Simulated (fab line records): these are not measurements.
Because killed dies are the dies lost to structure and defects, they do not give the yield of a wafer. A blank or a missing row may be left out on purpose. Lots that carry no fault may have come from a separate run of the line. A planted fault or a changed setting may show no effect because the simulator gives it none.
Matching of chambers :: flow n5 finfet :: N5_HKMG_FIN_STRIP_92 on rie diel-05: 4 sister chambers
The step strips SOC in N2/H2, time 20 s. 4 wafers are shown with their chamber, then 7 later ones without.

WAFERS, EACH WITH ITS CHAMBER
wafer: L085.3
chamber: 1
showerhead plenum p Torr (Torr): 3.42

wafer: L086.6
chamber: 2
showerhead plenum p Torr (Torr): 3.27

wafer: L088.1
chamber: 0
showerhead plenum p Torr (Torr): 3.28

wafer: L088.4
chamber: 3
showerhead plenum p Torr (Torr): 3.56

WAFERS MISSING THEIR CHAMBER
wafer: L088.6
showerhead plenum p Torr (Torr): 3.42

wafer: L096.1
showerhead plenum p Torr (Torr): 3.27

wafer: L096.4
showerhead plenum p Torr (Torr): 3.41

wafer: L096.5
showerhead plenum p Torr (Torr): 3.55

wafer: L097.1
showerhead plenum p Torr (Torr): 3.41

wafer: L097.3
showerhead plenum p Torr (Torr): 3.55

wafer: L097.5
showerhead plenum p Torr (Torr): 3.25

WHICH CHAMBER EACH WENT THROUGH
wafer: L088.6
from the rows above: 1
in truth: 1

wafer: L096.1
from the rows above: can't be placed: 2 or 0
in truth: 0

wafer: L096.4
from the rows above: 1
in truth: 1

wafer: L096.5
from the rows above: 3
in truth: 3

wafer: L097.1
from the rows above: 1
in truth: 1

wafer: L097.3
from the rows above: 3
in truth: 3

wafer: L097.5
from the rows above: can't be placed: 2 or 0
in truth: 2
Placed correctly: 5 of 7. Can't be placed from these rows: 2 (the true chamber is among the candidates in 2). Wrongly placed: 0.
How it was worked out, from the rows above alone: a wafer's distance from a chamber is the root of the sum, over the readings, of the square of ((its reading less the chamber's mean) divided by the reading's scatter). If the next closest chamber is less than 2 further off than the closest, the wafer can't be placed; otherwise it belongs to the closest. A chamber's mean is the mean of its shown wafers. The scatter: root of mean squared gap, hidden wafer to nearest shown wafer, with one shown wafer a chamber.
